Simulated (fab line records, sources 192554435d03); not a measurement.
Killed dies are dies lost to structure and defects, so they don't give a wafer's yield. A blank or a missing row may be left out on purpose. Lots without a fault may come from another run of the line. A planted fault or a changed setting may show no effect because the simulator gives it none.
Which tool did it? | flow n5_finfet | 24 lots, 72 wafers sampled, at 6 steps of a route of 1938

WHAT THE GAUGES READ, wafer by wafer
N5_BEOL_M14_OVL_MEAS_11.
lot  | measured     | on         | V13_OVL (nm)
L074 | day 11 21:41 | overlay-01 | 3 -2 0
L076 | day 12 03:50 | overlay-02 | 3 5 0
L075 | day 12 12:19 | overlay-01 | -5 -6 -8
L077 | day 12 12:35 | overlay-02 | -6 -2 0
L078 | day 12 13:05 | overlay-02 | -8 -18 -11
L079 | day 13 02:25 | overlay-01 | -9 -11 -14
L080 | day 13 08:06 | overlay-01 | 1 2 3
L083 | day 13 16:19 | overlay-02 | 0 -6 3
L081 | day 13 17:17 | overlay-02 | 3 -4 1
L082 | day 13 20:46 | overlay-01 | 4 -1 0
L086 | day 14 03:05 | overlay-01 | -10 -9 -12
L084 | day 14 03:28 | overlay-01 | -2 -4 -7
L087 | day 14 22:52 | overlay-02 | -6 -3 0
L088 | day 15 05:05 | overlay-01 | -5 -2 -5
L089 | day 15 07:30 | overlay-02 | -10 -2 -6
L085 | day 15 08:34 | overlay-02 | -2 4 -3
L090 | day 15 10:08 | overlay-01 | -11 -10 -11
L091 | day 15 14:10 | overlay-02 | -2 -4 -10
L092 | day 16 03:37 | overlay-02 | -11 -6 -3
L094 | day 16 19:32 | overlay-01 | -3 0 -2
L093 | day 16 19:49 | overlay-01 | 1 -8 -8
L097 | day 17 05:47 | overlay-01 | -5 -4 -3
L095 | day 17 07:48 | overlay-01 | 5 0 3
L096 | day 17 17:50 | overlay-02 | -2 3 -2

N5_BEOL_M14_CD_MEAS_28: target cd 284.4 nm.
lot  | measured     | on        | cd_nm (nm)
L074 | day 11 22:38 | cd_sem-02 | 286.0 284.3 283.9
L076 | day 12 04:47 | cd_sem-01 | 283.2 282.2 284.9
L075 | day 12 13:17 | cd_sem-02 | 282.4 282.3 283.3
L077 | day 12 13:32 | cd_sem-01 | 286.1 286.0 285.5
L078 | day 12 13:54 | cd_sem-02 | 283.0 284.5 283.3
L079 | day 13 03:21 | cd_sem-03 | 281.4 283.9 285.0
L080 | day 13 09:14 | cd_sem-01 | 285.6 284.5 284.6
L083 | day 13 17:17 | cd_sem-01 | 285.0 283.8 283.7
L081 | day 13 18:06 | cd_sem-01 | 283.9 286.9 285.7
L082 | day 13 21:43 | cd_sem-03 | 284.2 285.3 284.2
L086 | day 14 03:55 | cd_sem-01 | 282.1 283.7 283.2
L084 | day 14 04:19 | cd_sem-03 | 282.3 282.1 282.7
L087 | day 14 23:42 | cd_sem-02 | 280.1 281.3 281.7
L088 | day 15 06:11 | cd_sem-02 | 285.1 283.7 284.8
L089 | day 15 08:31 | cd_sem-03 | 285.4 285.5 285.5
L085 | day 15 09:31 | cd_sem-01 | 285.3 285.6 283.6
L090 | day 15 10:58 | cd_sem-03 | 283.3 282.8 283.9
L091 | day 15 15:07 | cd_sem-03 | 282.9 283.6 282.7
L092 | day 16 04:26 | cd_sem-01 | 284.2 283.6 281.3
L094 | day 16 20:31 | cd_sem-02 | 285.2 284.1 284.0
L093 | day 16 20:46 | cd_sem-03 | 283.4 283.0 285.1
L097 | day 17 06:44 | cd_sem-03 | 283.0 283.0 283.0
L095 | day 17 08:39 | cd_sem-03 | 283.2 284.1 284.5
L096 | day 17 18:52 | cd_sem-01 | 286.1 285.5 285.7

N5_BEOL_M15_CD_MEAS_10: target cd 360 nm.
lot  | measured     | on        | cd_nm (nm)
L074 | day 12 06:33 | cd_sem-02 | 358.4 358.0 358.4
L076 | day 12 13:13 | cd_sem-03 | 360.3 362.3 362.1
L075 | day 12 20:49 | cd_sem-01 | 360.8 359.7 361.8
L077 | day 12 22:29 | cd_sem-02 | 360.1 360.9 360.0
L078 | day 13 01:38 | cd_sem-03 | 360.9 359.8 359.6
L079 | day 13 07:34 | cd_sem-01 | 361.3 361.8 359.4
L080 | day 13 15:43 | cd_sem-02 | 359.8 359.8 360.4
L083 | day 13 22:09 | cd_sem-02 | 359.2 360.6 361.7
L081 | day 13 22:59 | cd_sem-02 | 356.7 356.5 357.5
L082 | day 14 02:43 | cd_sem-02 | 358.9 359.4 357.2
L086 | day 14 07:48 | cd_sem-01 | 359.9 359.2 359.9
L084 | day 14 08:20 | cd_sem-03 | 359.7 358.8 360.6
L087 | day 15 06:15 | cd_sem-02 | 359.2 359.2 358.8
L088 | day 15 09:37 | cd_sem-02 | 361.6 362.2 361.7
L089 | day 15 12:55 | cd_sem-02 | 359.2 360.1 359.7
L085 | day 15 14:16 | cd_sem-03 | 360.4 359.9 360.1
L090 | day 15 14:40 | cd_sem-03 | 360.0 360.4 360.6
L091 | day 15 18:08 | cd_sem-02 | 360.5 359.9 360.1
L092 | day 16 07:49 | cd_sem-01 | 359.1 359.3 358.9
L094 | day 17 00:17 | cd_sem-02 | 360.0 360.0 359.9
L093 | day 17 00:26 | cd_sem-03 | 359.2 359.3 358.5
L097 | day 17 13:54 | cd_sem-01 | 359.0 360.7 360.8
L095 | day 17 13:59 | cd_sem-01 | 359.9 359.3 359.1
L096 | day 17 22:13 | cd_sem-02 | 358.3 358.7 359.2

WHICH TOOL RAN EACH LOT (tool, then ch and the chambers of the sampled wafers, then the start)
lot  | N5_BEOL_M14_ETCH_38                           | N5_BEOL_M14_SPUTTER_43       | N5_BEOL_M14_ANNEAL_48
L074 | rie_diel-02 ch 0,2, day 12 04:37 or earlier   | pvd_sputter-01, day 12 04:37 | rtp_anneal-02 ch 0, day 12 05:07
L076 | rie_diel-01 ch 0,1, day 12 11:12 or earlier   | pvd_sputter-01, day 12 11:12 | rtp_anneal-01 ch 0, day 12 11:55
L075 | rie_diel-01 ch 1,2,3, day 12 19:01 or earlier | pvd_sputter-02, day 12 19:01 | rtp_anneal-02 ch 0, day 12 19:34
L077 | rie_diel-02 ch 0,2,3, day 12 20:34 or earlier | pvd_sputter-03, day 12 20:34 | rtp_anneal-01 ch 0, day 12 21:04
L078 | rie_diel-02 ch 0,2,3, day 12 23:26 or earlier | pvd_sputter-03, day 12 23:26 | rtp_anneal-01 ch 0, day 13 00:16
L079 | rie_diel-01 ch 0,2,3, day 13 05:46 or earlier | pvd_sputter-01, day 13 05:46 | rtp_anneal-01 ch 0, day 13 06:14
L080 | rie_diel-01 ch 2,3, day 13 13:40 or earlier   | pvd_sputter-02, day 13 13:40 | rtp_anneal-01 ch 0, day 13 14:13
L083 | rie_diel-02 ch 0,2, day 13 20:14 or earlier   | pvd_sputter-01, day 13 20:14 | rtp_anneal-02 ch 0, day 13 20:43
L081 | rie_diel-01 ch 0,2,3, day 13 20:48 or earlier | pvd_sputter-02, day 13 20:48 | rtp_anneal-02 ch 0, day 13 21:34
L082 | rie_diel-01 ch 0,2, day 14 00:55 or earlier   | pvd_sputter-02, day 14 00:55 | rtp_anneal-02 ch 0, day 14 01:26
L086 | rie_diel-02 ch 0,1,3, day 14 05:47 or earlier | pvd_sputter-02, day 14 05:47 | rtp_anneal-01 ch 0, day 14 06:33
L084 | rie_diel-05 ch 0,2,3, day 14 06:23 or earlier | pvd_sputter-03, day 14 06:23 | rtp_anneal-02 ch 0, day 14 06:59
L087 | rie_diel-05 ch 0,1,3, day 15 04:19 or earlier | pvd_sputter-02, day 15 04:19 | rtp_anneal-01 ch 0, day 15 04:52
L088 | rie_diel-01 ch 1,2,3, day 15 07:49 or earlier | pvd_sputter-02, day 15 07:49 | rtp_anneal-02 ch 0, day 15 08:19
L089 | rie_diel-02 ch 0,1,3, day 15 11:05 or earlier | pvd_sputter-02, day 15 11:05 | rtp_anneal-01 ch 0, day 15 11:33
L085 | rie_diel-02 ch 1,2, day 15 12:19 or earlier   | pvd_sputter-01, day 15 12:19 | rtp_anneal-02 ch 0, day 15 12:55
L090 | rie_diel-01 ch 0,1,3, day 15 12:49 or earlier | pvd_sputter-02, day 15 12:49 | rtp_anneal-02 ch 0, day 15 13:19
L091 | rie_diel-02 ch 1,2,3, day 15 16:20 or earlier | pvd_sputter-02, day 15 16:20 | rtp_anneal-02 ch 0, day 15 16:50
L092 | rie_diel-02 ch 0,2,3, day 16 05:53 or earlier | pvd_sputter-02, day 16 05:53 | rtp_anneal-02 ch 0, day 16 06:27
L094 | rie_diel-01 ch 0,1,3, day 16 22:21 or earlier | pvd_sputter-03, day 16 22:21 | rtp_anneal-01 ch 0, day 16 22:49
L093 | rie_diel-05 ch 0,1, day 16 22:25 or earlier   | pvd_sputter-02, day 16 22:25 | rtp_anneal-02 ch 0, day 16 22:53
L097 | rie_diel-05 ch 0,1,3, day 17 11:28 or earlier | pvd_sputter-03, day 17 11:28 | rtp_anneal-01 ch 0, day 17 12:26
L095 | rie_diel-02 ch 1,3, day 17 11:37 or earlier   | pvd_sputter-01, day 17 11:37 | rtp_anneal-02 ch 0, day 17 12:38
L096 | rie_diel-01 ch 0,1,2, day 17 20:16 or earlier | pvd_sputter-02, day 17 20:16 | rtp_anneal-01 ch 0, day 17 20:47
- N5_BEOL_M14_ETCH_38: etches SiCN in CF4/N2, target depth 106.5 nm, time 120.6 s.
- N5_BEOL_M14_SPUTTER_43: material TaN, target thk 15 nm, time 24.19 s.
- N5_BEOL_M14_ANNEAL_48: time 90 s.

WHAT THE TOOLS THEMSELVES READ (means of the sampled wafers that have a number; where no wafer has one, the mark that the record gives instead)
N5_BEOL_M14_ETCH_38.
lot  | tool        | drypump_motor_current_A (A) | oes_product_au (a.u.) | rf_vpp_V (V) | showerhead_plenum_p_Torr (Torr) | throttle_valve_pct (%)
L074 | rie_diel-02 | 6.4                         | 0.95                  | 383.1        | 2.23                            | 15.38
L076 | rie_diel-01 | 5.9                         | 0.72                  | 381.8        | 2.16                            | 15.82
L075 | rie_diel-01 | 5.4                         | 0.73                  | 382.3        | 2.19                            | 15.72
L077 | rie_diel-02 | 6.0                         | 0.92                  | 382.8        | 2.22                            | 15.36
L078 | rie_diel-02 | 6.0                         | 0.92                  | 382.6        | 2.22                            | 15.36
L079 | rie_diel-01 | 5.7                         | 0.70                  | 382.4        | 2.22                            | 15.72
L080 | rie_diel-01 | 5.5                         | 0.71                  | 383.7        | 2.25                            | 15.69
L083 | rie_diel-02 | 6.2                         | 0.90                  | 382.3        | 2.18                            | 15.41
L081 | rie_diel-01 | 5.7                         | 0.70                  | 381.3        | 2.21                            | 15.73
L082 | rie_diel-01 | 5.5                         | 0.70                  | 381.4        | 2.18                            | 15.68
L086 | rie_diel-02 | 5.7                         | 0.86                  | 382.3        | 2.23                            | 15.49
L084 | rie_diel-05 | 5.5                         | 0.77                  | 378.5        | 2.12                            | 15.39
L087 | rie_diel-05 | 5.6                         | 0.79                  | 380.1        | 2.13                            | 15.45
L088 | rie_diel-01 | 5.3                         | 0.71                  | 381.5        | 2.19                            | 15.77
L089 | rie_diel-02 | 5.7                         | 0.85                  | 383.3        | 2.23                            | 15.51
L085 | rie_diel-02 | 6.1                         | 0.81                  | 383.9        | 2.28                            | 15.63
L090 | rie_diel-01 | 5.7                         | 0.82                  | 382.0        | 2.18                            | 15.68
L091 | rie_diel-02 | 6.0                         | 0.84                  | 384.1        | 2.26                            | 15.50
L092 | rie_diel-02 | 6.0                         | 0.87                  | 380.8        | 2.21                            | 15.41
L094 | rie_diel-01 | 5.7                         | 0.79                  | 381.6        | 2.18                            | 15.69
L093 | rie_diel-05 | 5.5                         | 0.86                  | 379.8        | 2.14                            | 15.39
L097 | rie_diel-05 | 5.6                         | 0.88                  | 383.0        | 2.21                            | 15.33
L095 | rie_diel-02 | 5.5                         | 0.81                  | 383.6        | 2.25                            | 15.50
L096 | rie_diel-01 | 5.5                         | 0.88                  | 380.7        | 2.15                            | 15.50

N5_BEOL_M14_SPUTTER_43.
lot  | tool           | cathode_dc_power_W (W) | throttle_valve_pct (%)
L074 | pvd_sputter-01 | 15000                  | 30.2
L076 | pvd_sputter-01 | 14999                  | 30.4
L075 | pvd_sputter-02 | 15000                  | 30.8
L077 | pvd_sputter-03 | 15001                  | 30.5
L078 | pvd_sputter-03 | 15000                  | 29.4
L079 | pvd_sputter-01 | 14999                  | 29.9
L080 | pvd_sputter-02 | 15002                  | 31.2
L083 | pvd_sputter-01 | 15001                  | 29.6
L081 | pvd_sputter-02 | 15000                  | 30.7
L082 | pvd_sputter-02 | 15002                  | 30.1
L086 | pvd_sputter-02 | 15000                  | 31.3
L084 | pvd_sputter-03 | 14999                  | 30.5
L087 | pvd_sputter-02 | 15001                  | 31.7
L088 | pvd_sputter-02 | 15000                  | 31.1
L089 | pvd_sputter-02 | 15000                  | 31.3
L085 | pvd_sputter-01 | 15000                  | 30.1
L090 | pvd_sputter-02 | 15000                  | 31.3
L091 | pvd_sputter-02 | 14998                  | 31.4
L092 | pvd_sputter-02 | 14999                  | 31.2
L094 | pvd_sputter-03 | 15000                  | 29.9
L093 | pvd_sputter-02 | 14999                  | 31.2
L097 | pvd_sputter-03 | 14999                  | 29.0
L095 | pvd_sputter-01 | 15000                  | 30.1
L096 | pvd_sputter-02 | 15000                  | 31.2

N5_BEOL_M14_ANNEAL_48.
lot  | tool          | wafer_temp_C_max
L074 | rtp_anneal-02 | 225.96
L076 | rtp_anneal-01 | 226.07
L075 | rtp_anneal-02 | 225.52
L077 | rtp_anneal-01 | 225.99
L078 | rtp_anneal-01 | 226.36
L079 | rtp_anneal-01 | 225.96
L080 | rtp_anneal-01 | 226.05
L083 | rtp_anneal-02 | 225.97
L081 | rtp_anneal-02 | 225.67
L082 | rtp_anneal-02 | 225.72
L086 | rtp_anneal-01 | 226.24
L084 | rtp_anneal-02 | 225.86
L087 | rtp_anneal-01 | 226.18
L088 | rtp_anneal-02 | 225.83
L089 | rtp_anneal-01 | 225.96
L085 | rtp_anneal-02 | 225.61
L090 | rtp_anneal-02 | 225.38
L091 | rtp_anneal-02 | 225.80
L092 | rtp_anneal-02 | 225.67
L094 | rtp_anneal-01 | 226.25
L093 | rtp_anneal-02 | 225.65
L097 | rtp_anneal-01 | 225.92
L095 | rtp_anneal-02 | 225.66
L096 | rtp_anneal-01 | 226.16

THE ANSWER, worked out from the rows above alone
Rule: what is usual is taken from the lots themselves. Put in order of their means at a reading, lots are off if they are a third of the lots or fewer, leave a main group of 4 or more, and stand apart from it by a gap of 3 or more times the standard deviation of the main group's means; of several such gaps the widest counts. A main group whose means are all the same, to the digits that the tables above print for the reading, isn't used. A lot without any number at a reading at which 4 lots or more have one is off too. The other lots that the step has rows for count as sound. The gauges are gone through in route order, then the tools' own readings, and for those a lot's mean is taken as printed above. The first step at which some lot is off is used, and at that step the reading that is off furthest; a lot without a number counts as furthest.
No lot is off at any reading shown: from this, nothing can be told.

WHAT THE SIMULATOR HAD PUT IN
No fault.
